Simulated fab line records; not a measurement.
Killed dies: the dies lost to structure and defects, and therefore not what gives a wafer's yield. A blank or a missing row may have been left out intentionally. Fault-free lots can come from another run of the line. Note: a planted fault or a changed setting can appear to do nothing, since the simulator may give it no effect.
fab line records -- flow n5Finfet
[record] lots = 6, wafers = 18, lastDay = 17
route steps=1938 shown BEOL_M10@1528 BEOL_M11@1536
lots untouched by any fault: they come from a run of this same line in which no faults occurred
startH: start of the lot's first displayed wafer, in hours after the record's first day -- waitH: how many hours have passed since the lot's step before this one -- " the same as in the row above -- L1.1+2: a single row standing in for several wafers -- - either no value or no given start -- * or withheld: withheld -- < > ~ a bound
route shown NAME@n: a module of which the file shows steps, and the number in the route of the first -- usual: mean/standard deviation of fault-free wafers -- same: alike in all rows -- chamber/n: place in a boat -- sites: per-site readings -- _std_site: standard deviation of those values -- _edge_site: inner sites' mean taken away from outer sites' mean -- radiusMm: how far each site lies from the wafer's centre -- mask NAME#n: copy n -- behind: the last tool/chamber to shape the wafer -- hold: cause of the lot's hold/its duration in hours/its outcome -- device: names the non-switching transistor (n, p or np) -- end of line: tests of these same wafers at the route's end -- a step with no rows: only its recipe -- killed: not the wafer's yield, but the dies lost to structure and defects at the first sort -- map: a wafer's dies, marking killed ones x, the rest . and places with no die _
set.NAME: setting as actually run; set.NAME@STEP: the setting as run at that earlier step -- model.NAME: the simulator's own value behind a step, which no gauge read
lots seen at some steps along the route; tables by step, rows by wafer
services: the hour from which a tool's chamber was out of use, counted from the record's first day as startH (under 0 if before that day), plus the number of hours and why
[[steps]]
[step N5_BEOL_M10_ECD_50]
[recipe] material = Cu, targetThkA = 3180
[step N5_BEOL_M10_ANNEAL_51]
[recipe] tempC = 225, timeS = 90, ambient = N2
[step N5_BEOL_M10_CMP_52]
[recipe] stopOn = SiCOH_lowk, tOverpolishS = 7, downForcePsi = 1, platenRpm = 50, clearingPlatenDownForcePsi = 1.5, clearingPlatenRpm = 50, postCmpClean = cuAlkaline, targetThkNm = 140, clearingPlatenPadVelocityMS = 0.99484, padVelocityMS = 0.99484
[usual] barrierFieldEndpointS = 28.8/0.78, motorCurrentA = 5.9/0.64, overpolishRunS = 6.999/0.0094, timeToEndpointS = 65/3.3
lot.wafer,tool,chamber,startH,waitH,barrierFieldEndpointS,motorCurrentA,overpolishRunS,timeToEndpointS
L722.1,cmp-01,2,235.23,0.3,28.8,5.6,6.998,68
L722.3,cmp-01,0,235.23,0.3,28.6,5.4,7.009,66
L722.4,cmp-01,1,235.23,0.3,28.2,7.1,6.998,66
L726.3,cmp-03,3,264.91,0.2,28.1,6.0,6.991,57
L726.1,cmp-03,0,264.91,0.2,28.3,5.3,6.997,66
L726.5,cmp-03,3,264.91,0.2,28.3,5.7,7.007,60
L728.4,cmp-03,0,295.99,0.1,29.9,5.2,6.996,69
L728.1,cmp-03,1,295.99,0.1,28.3,5.2,6.988,65
L728.3,cmp-03,2,295.99,0.1,28.1,5.3,7.001,62
L731.3,cmp-03,2,298.96,0.2,28.1,5.4,7.002,59
L731.4,cmp-03,3,298.96,0.2,28.3,6.0,7.013,62
L731.5,cmp-03,1,298.96,0.2,28.8,5.4,6.985,64
L733.2,cmp-04,1,305.06,0.3,29.6,5.8,6.996,68
L733.4,cmp-04,2,305.06,0.3,29.1,7.0,7.014,62
L733.3,cmp-04,3,305.06,0.3,29.8,6.1,7.009,70
L743.3,cmp-03,0,365.85,0.2,28.5,5.4,7.007,65
L743.1,cmp-03,2,365.85,0.2,28.4,5.8,6.995,68
L743.6,cmp-03,0,365.85,0.2,30.0,5.7,6.999,72
[step N5_BEOL_M10_THK_MEAS_53]
[recipe] thkMeasGauge = xrf, reads = Cu_of_BEOL_M10_ECD_50
[usual] M10_THK = 137/3.1
lot.wafer,tool,chamber,startH,waitH,M10_THK[nm]
L722.1,filmMetro-01,-,235.53,-,135
L722.3,filmMetro-01,-,235.53,-,132
L722.4,filmMetro-01,-,235.53,-,139
L726.1,filmMetro-02,-,265.17,-,138
L726.3,filmMetro-02,-,265.17,-,133
L726.5,filmMetro-02,-,265.17,-,134
L728.1,filmMetro-02,-,296.28,-,139
L728.3,filmMetro-02,-,296.28,-,143
L728.4,filmMetro-02,-,296.28,-,143
L731.3,filmMetro-01,-,299.18,-,138
L731.4,filmMetro-01,-,299.18,-,136
L731.5,filmMetro-01,-,299.18,-,139
L733.2,filmMetro-01,-,305.32,-,136
L733.3,filmMetro-01,-,305.32,-,135
L733.4,filmMetro-01,-,305.32,-,135
L743.1,filmMetro-02,-,366.15,-,138
L743.3,filmMetro-02,-,366.15,-,137
L743.6,filmMetro-02,-,366.15,-,139
[step N5_BEOL_M10_PRE_CLEAN_55]
[recipe] gas = NH3, timeS = 15, tempC = withheld, rfPowerW = 300
[step N5_BEOL_M10_DEP_56]
[recipe] material = SiCN, targetThkA = 150, tempC = withheld, precursor = 3MS/NH3, pressureTorr = 3, rfW = 202, timeS = 26.5
[usual] chamberPressureTorr = 3.000/0.0068, rfFwdPowerW = 199.3/0.9, showerheadPlenumPTorr = 3.668/0.014, throttleValvePct = 8.9/0.51
lot.wafer,tool,chamber,startH,waitH,chamberPressureTorr,rfFwdPowerW,showerheadPlenumPTorr,throttleValvePct
L722.1,pecvd-01,0,235.59,0.0,3.007,198.3,3.680,9.2
L722.3,pecvd-01,2,235.59,0.0,3.014,201.0,3.659,8.4
L722.4,pecvd-01,1,235.59,0.0,2.991,198.6,3.664,8.4
L726.1,pecvd-04,2,265.23,0.0,2.997,199.1,3.670,8.7
L726.3,pecvd-04,1,265.23,0.0,2.999,200.6,3.673,9.2
L726.5,pecvd-04,0,265.23,0.0,3.001,199.7,3.685,9.5
L728.1,pecvd-01,0,296.34,0.0,3.004,198.1,3.676,9.3
L728.3,pecvd-01,2,296.34,0.0,2.994,201.1,3.665,8.6
L728.4,pecvd-01,1,296.34,0.0,3.000,199.9,3.667,8.2
L731.3,pecvd-04,2,299.24,0.0,3.000,199.2,3.673,8.8
L731.4,pecvd-04,1,299.24,0.0,3.002,199.4,3.673,9.4
L731.5,pecvd-04,2,299.24,0.0,2.996,199.9,3.677,9.1
L733.2,pecvd-03,0,305.38,0.0,3.014,199.4,3.673,9.1
L733.3,pecvd-03,1,305.38,0.0,3.004,200.0,3.687,9.4
L733.4,pecvd-03,1,305.38,0.0,3.006,199.1,3.676,9.2
L743.1,pecvd-03,0,366.21,0.0,2.997,199.4,3.675,9.2
L743.3,pecvd-03,1,366.21,0.0,3.001,198.9,3.675,9.4
L743.6,pecvd-03,2,366.21,0.0,2.996,197.8,3.638,8.1
[step N5_BEOL_M10_RS_MEAS_57]
[recipe] thkMeasGauge = four-point-probe, reads = Cu_of_BEOL_M10_ECD_50+Co_of_BEOL_M10_CVD_75+TaN_of_BEOL_M10_ALD_74
[usual] M10_RS = 0.152/0.0037
lot.wafer,tool,chamber,startH,waitH,M10_RS[ohm/sq]
L722.1,filmMetro-01,-,235.67,0.1,0.152
L722.3,filmMetro-01,-,235.67,0.1,0.157
L722.4,filmMetro-01,-,235.67,0.1,0.148
L726.1,filmMetro-02,-,265.31,0.1,0.152
L726.3,filmMetro-02,-,265.31,0.1,0.158
L726.5,filmMetro-02,-,265.31,0.1,0.156
L728.1,filmMetro-02,-,296.42,0.1,0.150
L728.3,filmMetro-02,-,296.42,0.1,0.145
L728.4,filmMetro-02,-,296.42,0.1,0.145
L731.3,filmMetro-01,-,299.32,0.1,0.150
L731.4,filmMetro-01,-,299.32,0.1,0.151
L731.5,filmMetro-01,-,299.32,0.1,0.148
L733.2,filmMetro-02,-,305.46,0.1,0.153
L733.3,filmMetro-02,-,305.46,0.1,0.153
L733.4,filmMetro-02,-,305.46,0.1,0.155
L743.1,filmMetro-01,-,366.28,0.1,0.149
L743.3,filmMetro-01,-,366.28,0.1,0.150
L743.6,filmMetro-01,-,366.28,0.1,0.149
[step N5_BEOL_M11_ILD_DEP_00]
[recipe] material = SiCOH_lowk, targetThkA = 3085.1, tempC = 300, precursor = DEMS/porogen, pressureTorr = 5, rfW = 500, timeS = 58
[step N5_BEOL_M11_CURE_71]
[recipe] tempC = 385, timeS = 240, ambient = He/Ar, material = SiCOH_lowk
[usual] lampPowerPct = 52.30/0.056, wafer_temp_C_max = 386.9/0.76
lot.wafer,tool,chamber,startH,waitH,lampPowerPct,wafer_temp_C_max
L722.1,uvCure-01,0,236.00,0.2,52.29,386.0
L722.3,uvCure-01,0,236.00,0.2,52.33,386.4
L722.4,uvCure-01,0,236.00,0.2,52.30,386.1
L726.1,uvCure-01,2,265.45,0.0,52.32,388.1
L726.3,uvCure-01,2,265.45,0.0,52.23,387.4
L726.5,uvCure-01,2,265.45,0.0,52.27,386.9
L728.1,uvCure-02,1,296.56,0.0,52.28,387.3
L728.3,uvCure-02,1,296.56,0.0,52.25,387.9
L728.4,uvCure-02,1,296.56,0.0,52.30,388.3
L731.3,uvCure-02,1,299.62,0.2,52.29,387.7
L731.4,uvCure-02,1,299.62,0.2,52.35,387.6
L731.5,uvCure-02,1,299.62,0.2,52.38,387.5
L733.2,uvCure-01,2,305.79,0.2,52.30,387.9
L733.3,uvCure-01,2,305.79,0.2,52.26,387.3
L733.4,uvCure-01,2,305.79,0.2,52.29,388.0
L743.1,uvCure-02,1,366.71,0.3,52.29,387.7
L743.3,uvCure-02,1,366.71,0.3,52.23,387.5
L743.6,uvCure-02,1,366.71,0.3,52.35,387.4
[step N5_BEOL_M11_THK_MEAS_01]
[recipe] reads = SiCOH_lowk_of_BEOL_M11_ILD_DEP_00
[usual] M11_ILD_THK = 267/3.6
lot.wafer,tool,chamber,startH,waitH,M11_ILD_THK[nm]
L722.1,filmMetro-02,-,236.51,0.4,264
L722.3,filmMetro-02,-,236.51,0.4,264
L722.4,filmMetro-02,-,236.51,0.4,267
L726.1,filmMetro-01,-,265.96,0.4,266
L726.3,filmMetro-01,-,265.96,0.4,265
L726.5,filmMetro-01,-,265.96,0.4,270
L728.1,filmMetro-02,-,297.07,0.4,263
L728.3,filmMetro-02,-,297.07,0.4,261
L728.4,filmMetro-02,-,297.07,0.4,269
L731.3,filmMetro-01,-,299.97,0.3,265
L731.4,filmMetro-01,-,299.97,0.3,269
L731.5,filmMetro-01,-,299.97,0.3,273
L733.2,filmMetro-02,-,306.62,0.7,260
L733.3,filmMetro-02,-,306.62,0.7,269
L733.4,filmMetro-02,-,306.62,0.7,264
L743.1,filmMetro-02,-,367.23,0.4,272
L743.3,filmMetro-02,-,367.23,0.4,273
L743.6,filmMetro-02,-,367.23,0.4,278
[step N5_BEOL_M11_PECVD_70]
[recipe] material = SiO2, targetThkA = 200, tempC = 400, precursor = TEOS/O2, pressureTorr = 5.5, rfW = 450, teosFlowSccm = 53.8, gas = O2, flowSccm = 3000, timeS = 22.7
[step N5_BEOL_M11_HM_DEP_02]
[recipe] material = TiN, targetThkA = 200, tempC = 25, chamberPressurePa = 0.49996
[usual] chamberPressurePa = 0.4999/0.00088, substrateTempC = 24.99/0.1, throttleValvePct = 29.9/1.2
lot.wafer,tool,chamber,startH,waitH,chamberPressurePa,substrateTempC,throttleValvePct
L722.1,pvdSputter-03,-,236.84,0.3,0.5000,24.86,29.5
L722.3,pvdSputter-03,-,236.84,0.3,0.4996,24.98,30.4
L722.4,pvdSputter-03,-,236.84,0.3,0.5005,25.11,28.9
L726.1,pvdSputter-03,-,266.89,0.9,0.5003,24.87,30.4
L726.3,pvdSputter-03,-,266.89,0.9,0.4974,25.28,30.3
L726.5,pvdSputter-03,-,266.89,0.9,0.5007,24.81,30.2
L728.1,pvdSputter-02,-,297.80,0.7,-,-,-
L728.3,pvdSputter-02,-,297.80,0.7,-,-,-
L728.4,pvdSputter-02,-,297.80,0.7,-,-,-
L731.3,pvdSputter-03,-,300.13,0.1,-,-,-
L731.4,pvdSputter-03,-,300.13,0.1,-,-,-
L731.5,pvdSputter-03,-,300.13,0.1,-,-,-
L733.2,pvdSputter-03,-,306.97,0.3,0.5001,24.96,29.2
L733.3,pvdSputter-03,-,306.97,0.3,0.4989,24.95,30.1
L733.4,pvdSputter-03,-,306.97,0.3,0.5017,25.02,29.5
L743.1,pvdSputter-01,-,368.21,0.9,0.5006,25.06,31.9
L743.3,pvdSputter-01,-,368.21,0.9,0.5018,24.95,29.1
L743.6,pvdSputter-01,-,368.21,0.9,0.4991,25.04,32.0
[step N5_BEOL_M11_COAT_59]
[recipe] resist = SOC, tempC = 250, timeS = 60, spinRpm = 1500, resistThkNm = 100
[step N5_BEOL_M11_COAT_60]
[recipe] resist = SiARC, tempC = 220, timeS = 60, spinRpm = 1500, resistThkNm = 30
[step N5_BEOL_M11_COAT_05]
[recipe] resist = CAR-ArF, spinRpm = 1500, resistThkNm = 90
[step N5_BEOL_M11_EBR_07]
[recipe] solvent = PGMEA, ebrWidthMm = 1.5
[step N5_BEOL_M11_SOFTBAKE_06]
[recipe] tempC = 110, timeS = 60, resist = CAR-ArF
[step N5_BEOL_M11_EXPOSE_08]
[recipe] maskId = M11, na = 1.35, sourceShape = dipole, sigmaInner = 0.411, sigmaOuter = 0.611, polarization = te, doseMj = 53.75
[step N5_BEOL_M11_PEB_09]
[recipe] pebTempC = withheld, pebTimeS = 60, resist = CAR-ArF
[step N5_BEOL_M11_DEVELOP_10]
[recipe] developTimeS = 30, developer = TMAH, resist = CAR-ArF, rinseLiquid = diw, dry = airSpin, devTempC = 23
[step N5_BEOL_M11_CD_MEAS_11]
[recipe] targetCdNm = 64.1, landingEnergyEv = 500, detector = seInlens, polarity = opening
[usual] cdNm = 64.0/0.57
lot.wafer,tool,chamber,startH,waitH,cdNm
L722.1,cdSem-03,0,237.22,-,64.1
L722.3,cdSem-03,0,237.22,-,63.6
L722.4,cdSem-03,0,237.22,-,63.9
L726.1,cdSem-01,0,267.39,-,64.9
L726.3,cdSem-01,0,267.39,-,64.7
L726.5,cdSem-01,0,267.39,-,65.0
L728.1,cdSem-02,0,298.29,-,64.0
L728.3,cdSem-02,0,298.29,-,64.3
L728.4,cdSem-02,0,298.29,-,64.4
L731.3,cdSem-01,0,300.51,-,63.3
L731.4,cdSem-01,0,300.51,-,64.7
L731.5,cdSem-01,0,300.51,-,63.9
L733.2,cdSem-03,0,307.46,-,63.5
L733.3,cdSem-03,0,307.46,-,63.4
L733.4,cdSem-03,0,307.46,-,63.9
L743.1,cdSem-01,0,368.71,-,64.8
L743.3,cdSem-01,0,368.71,-,64.3
L743.6,cdSem-01,0,368.71,-,65.0
[step N5_BEOL_M11_OVL_MEAS_12]
[recipe] pointsPerWafer = 44
[usual] M11_OVL = 0.2/0.96
lot.wafer,tool,chamber,startH,waitH,M11_OVL[nm]
L722.1,overlay-01,0,237.25,0.0,-0.8
L722.3,overlay-01,0,237.25,0.0,-1.4
L722.4,overlay-01,0,237.25,0.0,-0.1
L726.1,overlay-02,0,267.42,0.0,0.3
L726.3,overlay-02,0,267.42,0.0,1.8
L726.5,overlay-02,0,267.42,0.0,0.2
L728.1,overlay-02,0,298.32,0.0,-2.1
L728.3,overlay-02,0,298.32,0.0,-1.8
L728.4,overlay-02,0,298.32,0.0,-1.2
L731.3,overlay-01,0,300.53,0.0,2.1
L731.4,overlay-01,0,300.53,0.0,1.1
L731.5,overlay-01,0,300.53,0.0,0.5
L733.2,overlay-02,0,307.49,0.0,-0.4
L733.3,overlay-02,0,307.49,0.0,-1.0
L733.4,overlay-02,0,307.49,0.0,0.6
L743.1,overlay-02,0,368.74,0.0,-1.7
L743.3,overlay-02,0,368.74,0.0,-0.1
L743.6,overlay-02,0,368.74,0.0,0.1
[step N5_BEOL_M11_DESCUM_16]
[recipe] chemistry = O2, timeS = 7.9, sourcePowerW = 50, biasPowerW = 20, pressureMtorr = 20, rfFrequencyHz = 2.712e+07, tempC = 40, resist = CAR-ArF, o2FlowSccm = 225
[usual] chamberPressureMTorr = 20.000/0.018, drypumpMotorCurrentA = 5.3/0.49, oesProductAu = 0.83/0.092, rfFwdPowerW = 49.30/0.26, rfVppV = 243.6/1.6, showerheadPlenumPTorr = 2.12/0.076, tempC = 40.01/0.1, throttleValvePct = 20.42/0.25
lot.wafer,tool,chamber,startH,waitH,chamberPressureMTorr,drypumpMotorCurrentA,oesProductAu,rfFwdPowerW,rfHoursCounterH,rfVppV,showerheadPlenumPTorr,tempC,throttleValvePct
L722.1,rieDiel-06,0,237.31,0.0,20.022,4.8,0.73,49.64,216,240.8,1.98,39.98,20.67
L722.3,rieDiel-06,2,237.31,0.0,19.978,4.7,0.91,49.74,12,244.9,2.20,40.12,20.25
L722.4,rieDiel-06,1,237.31,0.0,20.015,5.8,0.88,48.98,36,241.1,2.07,39.88,20.48
L726.1,rieDiel-04,3,267.60,0.2,19.979,5.9,0.70,49.01,233,243.4,2.18,40.00,21.18
L726.3,rieDiel-04,2,267.60,0.2,19.992,5.2,0.83,49.18,63,245.4,2.14,39.78,20.18
L726.5,rieDiel-04,3,267.60,0.2,20.008,5.8,0.71,49.07,-,244.2,2.18,40.10,21.17
L728.1,rieDiel-06,1,298.38,0.0,19.994,5.8,0.85,49.26,55,242.3,2.06,40.18,20.53
L728.3,rieDiel-06,0,298.38,0.0,20.004,4.8,0.72,49.03,234,241.7,1.98,39.97,20.69
L728.4,rieDiel-06,1,298.38,0.0,19.958,5.8,0.85,49.04,-,242.1,2.06,40.14,20.50
L731.3,rieDiel-06,0,300.67,0.1,19.962,4.8,0.71,49.43,235,241.0,1.98,40.06,20.70
L731.4,rieDiel-06,1,300.67,0.1,20.017,5.8,0.85,49.01,-,242.6,2.06,40.16,20.51
L731.5,rieDiel-06,0,300.67,0.1,20.016,4.8,0.71,49.45,-,241.5,1.98,40.06,20.69
L733.2,rieDiel-06,2,307.55,0.0,19.979,4.7,0.87,49.57,35,244.8,2.20,40.08,20.29
L733.3,rieDiel-06,0,307.55,0.0,20.009,4.8,0.71,49.50,239,241.6,1.98,40.05,20.69
L733.4,rieDiel-06,1,307.55,0.0,20.030,5.8,0.84,49.17,-,240.5,2.06,40.05,20.49
L743.1,rieDiel-04,2,368.80,0.0,20.011,5.2,0.79,49.43,97,245.2,2.12,39.95,20.24
L743.3,rieDiel-04,3,368.80,0.0,19.984,5.8,0.93,49.14,10,245.3,2.17,40.09,20.74
L743.6,rieDiel-04,3,368.80,0.0,19.983,5.9,0.94,49.07,-,242.7,2.17,39.97,20.77
[step N5_BEOL_M11_ETCH_61]
[recipe] chemistry = CF4, target = SiARC, targetDepthA = 390, maskMaterial = CAR-ArF, timeS = 65, ionEnergyEv = 80, pressureMtorr = 40, sourceW = 545, biasW = 36, Ar_flow_sccm = 100, cf4FlowSccm = 100, ends = cleared
[step N5_BEOL_M11_ETCH_62]
[recipe] chemistry = N2/H2, target = SOC, targetDepthA = 1100, overetchA = 220, maskMaterial = SiARC, tempC = 40, timeS = 165, ionEnergyEv = 200, pressureMtorr = 30, sourceW = 840, biasW = 150, n2FlowSccm = 200, h2FlowSccm = 200
[step N5_BEOL_M11_STRIP_68]
[recipe] chemistry = N2/H2, tempC = 40, n2FlowSccm = 200, h2FlowSccm = 200, rfFrequencyHz = 6e+07
[step N5_BEOL_M11_STRIP_67]
[recipe] chemistry = CF4, resist = SiARC, powerW = 300, biasPowerW = 75, pressureMtorr = 50, cf4FlowSccm = 150, rfFrequencyHz = 6e+07
[step N5_BEOL_M11_HM_OPEN_17]
[recipe] chemistry = Cl2/BCl3, targetDepthA = 200, overetchA = 60, target = TiN, maskMaterial = SOC, ionEnergyEv = 150, pressureMtorr = 10, icpW = 1000, biasW = 126, Cl2_flow_sccm = 53.25, bcl3FlowSccm = 21.75, Ar_flow_sccm = 25
[usual] chamberPressureMTorr = 9.999/0.0086, drypumpMotorCurrentA = 6.2/0.44, mfcCl2Sccm = 53.25/0.16, oesProductAu = 0.67/0.093, rfFwdPowerW = 991/3.3, throttleValvePct = 22.04/0.13
lot.wafer,tool,chamber,startH,waitH,chamberPressureMTorr,drypumpMotorCurrentA,mfcCl2Sccm,oesProductAu,rfFwdPowerW,rfHoursCounterH,throttleValvePct,model.etch.depthNm
L722.1,rieMetal-01,0,237.58,0.0,10.000,6.3,53.25,0.53,998,122,22.20,19.84
L722.3,rieMetal-01,1,237.58,0.0,10.000,6.6,53.21,0.82,989,-,21.87,20.11
L722.4,rieMetal-01,0,237.58,0.0,9.994,6.2,53.23,0.53,996,-,22.21,19.77
L726.1,rieMetal-03,1,267.87,0.0,10.000,6.5,52.78,0.70,990,29,21.86,19.96
L726.3,rieMetal-03,1,267.87,0.0,10.009,6.6,53.01,0.70,993,-,21.84,19.99
L726.5,rieMetal-03,0,267.87,0.0,9.994,5.4,53.34,0.60,993,-,22.18,20.01
L728.1,rieMetal-02,1,298.65,0.0,9.990,6.5,53.05,0.29,990,42,22.72,0
L728.3,rieMetal-02,1,298.65,0.0,10.003,6.5,53.28,0.30,990,-,22.74,0
L728.4,rieMetal-02,0,298.65,0.0,9.995,5.9,53.05,0.24,994,-,22.82,0
L731.3,rieMetal-01,1,300.97,0.1,9.993,6.6,53.22,0.35,989,-,22.56,0
L731.4,rieMetal-01,0,300.97,0.1,10.007,6.3,53.20,0.38,994,-,22.67,0
L731.5,rieMetal-01,1,300.97,0.1,9.998,6.6,53.09,0.33,990,-,22.55,0
L733.2,rieMetal-01,0,307.82,0.0,10.003,6.3,53.13,0.83,996,2,22.00,20.22
L733.3,rieMetal-01,1,307.82,0.0,10.004,6.6,53.23,0.79,991,-,21.89,20.34
L733.4,rieMetal-01,0,307.82,0.0,9.997,6.3,53.11,0.82,992,-,21.99,20.06
L743.1,rieMetal-03,1,369.07,0.0,10.003,6.5,53.34,0.67,990,41,21.87,20.29
L743.3,rieMetal-03,0,369.07,0.0,9.983,5.4,53.32,0.60,989,-,22.18,20.55
L743.6,rieMetal-03,1,369.07,0.0,10.004,6.5,53.46,0.67,992,-,21.87,20.14
[step N5_BEOL_M11_STRIP_19]
[recipe] chemistry = O2, powerW = 400, tempC = 40, pressureMtorr = 30, rfFrequencyHz = 6e+07, biasPowerW = 0, overashFraction = 0.2, o2FlowSccm = 225
[usual] chamberPressureMTorr = 30.00/0.038, drypumpMotorCurrentA = 5.3/0.46, oesProductAu = 0.82/0.087, rfVppV = 3.6/0.55, showerheadPlenumPTorr = 2.13/0.063, tempC = 40.00/0.1, throttleValvePct = 16.64/0.28
lot.wafer,tool,chamber,startH,waitH,chamberPressureMTorr,drypumpMotorCurrentA,oesProductAu,rfHoursCounterH,rfVppV,showerheadPlenumPTorr,tempC,throttleValvePct
L722.1,rieDiel-04,2,237.91,0.3,30.00,5.2,0.84,54,4.2,2.14,40.16,16.40
L722.3,rieDiel-04,1,237.91,0.3,29.99,5.4,0.73,174,3.2,2.10,40.15,16.72
L722.4,rieDiel-04,3,237.91,0.3,30.01,5.8,0.71,224,3.4,2.18,40.08,17.34
L726.1,rieDiel-06,0,267.98,0.1,29.96,4.8,0.73,224,3.7,1.98,39.96,16.96
L726.3,rieDiel-06,2,267.98,0.1,30.03,4.7,0.90,21,3.6,2.21,39.96,16.47
L726.5,rieDiel-06,2,267.98,0.1,30.00,4.7,0.89,-,3.4,2.21,39.80,16.49
L728.1,rieDiel-02,2,298.76,0.1,30.02,5.5,1.00,1,4.5,2.16,39.90,16.56
L728.3,rieDiel-02,1,298.76,0.1,30.04,6.0,0.91,15,4.3,2.25,40.07,16.25
L728.4,rieDiel-02,3,298.76,0.1,30.01,5.9,0.90,34,3.9,2.14,39.91,16.61
L731.3,rieDiel-06,1,301.05,0.1,30.00,5.8,0.85,56,3.0,2.06,40.00,16.69
L731.4,rieDiel-06,0,301.05,0.1,30.01,4.8,0.72,-,3.5,1.98,39.89,16.95
L731.5,rieDiel-06,1,301.05,0.1,30.02,5.8,0.85,-,3.1,2.06,40.03,16.70
L733.2,rieDiel-04,1,307.93,0.1,29.99,5.4,0.72,195,3.6,2.10,39.94,16.74
L733.3,rieDiel-04,3,307.93,0.1,30.05,5.9,0.71,245,3.2,2.18,40.05,17.37
L733.4,rieDiel-04,2,307.93,0.1,30.00,5.2,0.81,76,3.3,2.13,39.95,16.45
L743.1,rieDiel-06,2,369.18,0.1,29.99,4.6,0.83,58,2.8,2.19,40.06,16.57
L743.3,rieDiel-06,3,369.18,0.1,29.97,4.8,0.94,17,4.4,2.15,40.12,16.35
L743.6,rieDiel-06,1,369.18,0.1,30.01,5.8,0.82,-,2.6,2.05,39.93,16.74
[step N5_BEOL_M11_CD_MEAS_18]
[recipe] pitchNm = 140, targetCdNm = 70
[usual] cdNm = 70.0/0.65
lot.wafer,tool,chamber,startH,waitH,cdNm
L722.1,cdSem-03,-,237.98,0.0,69.8
L722.3,cdSem-03,-,237.98,0.0,69.4
L722.4,cdSem-03,-,237.98,0.0,70.0
L726.1,cdSem-03,-,268.05,0.0,70.2
L726.3,cdSem-03,-,268.05,0.0,70.6
L726.5,cdSem-03,-,268.05,0.0,69.8
L728.1,cdSem-01,-,298.83,0.0,-
L728.3,cdSem-01,-,298.83,0.0,-
L728.4,cdSem-01,-,298.83,0.0,-
L731.3,cdSem-03,-,301.12,0.1,-
L731.4,cdSem-03,-,301.12,0.1,-
L731.5,cdSem-03,-,301.12,0.1,-
L733.2,cdSem-03,-,308.01,0.1,69.6
L733.3,cdSem-03,-,308.01,0.1,69.6
L733.4,cdSem-03,-,308.01,0.1,70.4
L743.1,cdSem-03,-,369.25,0.0,70.5
L743.3,cdSem-03,-,369.25,0.0,70.2
L743.6,cdSem-03,-,369.25,0.0,70.7
[step N5_BEOL_M11_COAT_63]
[recipe] resist = SOC, tempC = 250, timeS = 60, spinRpm = 1500, resistThkNm = 100
[[services]]
tool,chamber,startH,hours,kind
cmp-01,-,216.30,6.0,pm
rieDiel-06,1,224.30,2.0,repair
uvCure-01,-,226.08,0.4,repair
pecvd-04,-,226.86,0.3,repair
cmp-03,-,228.00,4.0,pm
cmp-03,-,234.83,4.0,pm
rieDiel-04,0,239.88,1.8,repair
cmp-03,-,241.71,8.8,pm
cmp-01,-,248.49,9.0,repair
rieDiel-02,1,252.83,7.7,repair
rieMetal-01,0,261.52,7.2,repair
cmp-03,-,276.12,4.4,repair
uvCure-01,-,282.71,22.2,repair
rieDiel-06,2,287.31,3.1,repair
pecvd-04,-,305.06,0.7,repair
pecvd-04,1,311.86,2.0,repair
pecvd-04,2,321.50,4.9,repair
cmp-03,-,326.71,1.0,repair
rieDiel-06,3,340.10,5.4,repair
pecvd-01,-,343.73,6.1,repair
pecvd-03,-,346.86,1.4,repair
uvCure-02,-,349.77,2.8,pm
pecvd-01,2,356.82,17.4,repair
rieDiel-06,3,361.08,4.9,repair
[[key]]
[firstSign] step = N5_BEOL_M11_HM_DEP_02, reading = toolRecord, direction = missing
[effect] step = N5_BEOL_M11_HM_OPEN_17, reading = oesProductAu, direction = down, sigmas = 3.8, usual = 0.67, struck = 0.32
[effect] step = N5_BEOL_M11_CD_MEAS_18, reading = cdNm, direction = missing
[modelEffect] step = N5_BEOL_M11_HM_OPEN_17, value = etch.depthNm, without = 19.93, struck = 0
metAt N5_BEOL_M11_HM_DEP_02
struckWafers L728.1,L728.3,L728.4,L731.3,L731.4,L731.5
laterRowsLeftOut L728.1,L728.3,L728.4,L731.3,L731.4,L731.5
sortLeftOut L728.1,L728.3,L728.4,L731.3,L731.4,L731.5
onsetBetween 266.89 297.80
[earlierFault] kind = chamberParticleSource, tool = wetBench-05, chamber = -, onsetH = 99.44, steps = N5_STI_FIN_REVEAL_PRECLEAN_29, ratePerVisitCm2 = 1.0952
[earlierFault] kind = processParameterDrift, tool = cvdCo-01, chamber = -, onsetH = 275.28, steps = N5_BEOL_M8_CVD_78, channel = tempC, offset = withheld, shape = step, actsIn = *
[fault] kind = skippedStepWhole, tool = pvdSputter-02,pvdSputter-03, chamber = -, onsetH = 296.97, steps = N5_BEOL_M11_HM_DEP_02, scope = struckLotsOnly
// sortLeftOut: the simulated sort isn't trusted on such a fault, so these wafers' sort isn't shown, and their yield isn't known
// laterRowsLeftOut: the simulator's readings of these wafers behind a module that went badly wrong aren't trusted and aren't shown, but for the sort
